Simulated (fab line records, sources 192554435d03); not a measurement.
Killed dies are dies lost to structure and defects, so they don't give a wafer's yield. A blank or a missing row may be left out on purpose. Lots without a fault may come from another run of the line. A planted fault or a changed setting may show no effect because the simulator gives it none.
Chamber matching | flow n5_finfet | N5_BEOL_M1_CO_CAP_55 on cvd_co-01: 3 sister chambers
The step material Co, precursor CCTBA/H2, target thk 2 nm, time 102.1 s. 6 wafers are shown with their chamber, then 7 later ones without.

WAFERS WITH THEIR CHAMBER
wafer  | chamber | heater_power_w (W) | chamber_pressure_Torr (Torr)
L201.2 | 0       | 217                | 30.00
L204.2 | 0       | 219                | 29.91
L205.5 | 1       | 220                | 29.97
L205.6 | 2       | 193                | 30.07
L207.1 | 1       | 221                | 30.07
L207.2 | 2       | 193                | 29.91

WAFERS WITHOUT THEIR CHAMBER
wafer  | heater_power_w (W) | chamber_pressure_Torr (Torr)
L207.6 | 213                | 30.04
L213.3 | 211                | 29.81
L213.5 | 194                | 30.06
L213.6 | 221                | 30.05
L214.2 | 218                | 30.00
L214.5 | 196                | 30.02
L214.6 | 219                | 30.06

WHICH CHAMBER EACH WENT THROUGH
wafer  | from the rows above     | in truth
L207.6 | 0                       | 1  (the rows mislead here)
L213.3 | 0                       | 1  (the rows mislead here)
L213.5 | 2                       | 2
L213.6 | 1                       | 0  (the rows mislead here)
L214.2 | 0                       | 0
L214.5 | 2                       | 2
L214.6 | can't be placed: 0 or 1 | 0
Placed correctly: 3 of 7. Can't be placed from these rows: 1 (the true chamber is among the candidates in 1). Placed wrongly: 3.
How it was worked out, from the rows above alone: a wafer's distance from a chamber is the root of the sum, over the readings, of the square of ((its reading less the chamber's mean) divided by the reading's scatter). The wafer belongs to the nearest chamber; if the next one is less than 2 further off, it can't be placed. A chamber's mean is the mean of its shown wafers. The scatter: the root of (the sum of the squares of (reading less its chamber's mean) over the shown wafers, divided by (wafers less chambers)).
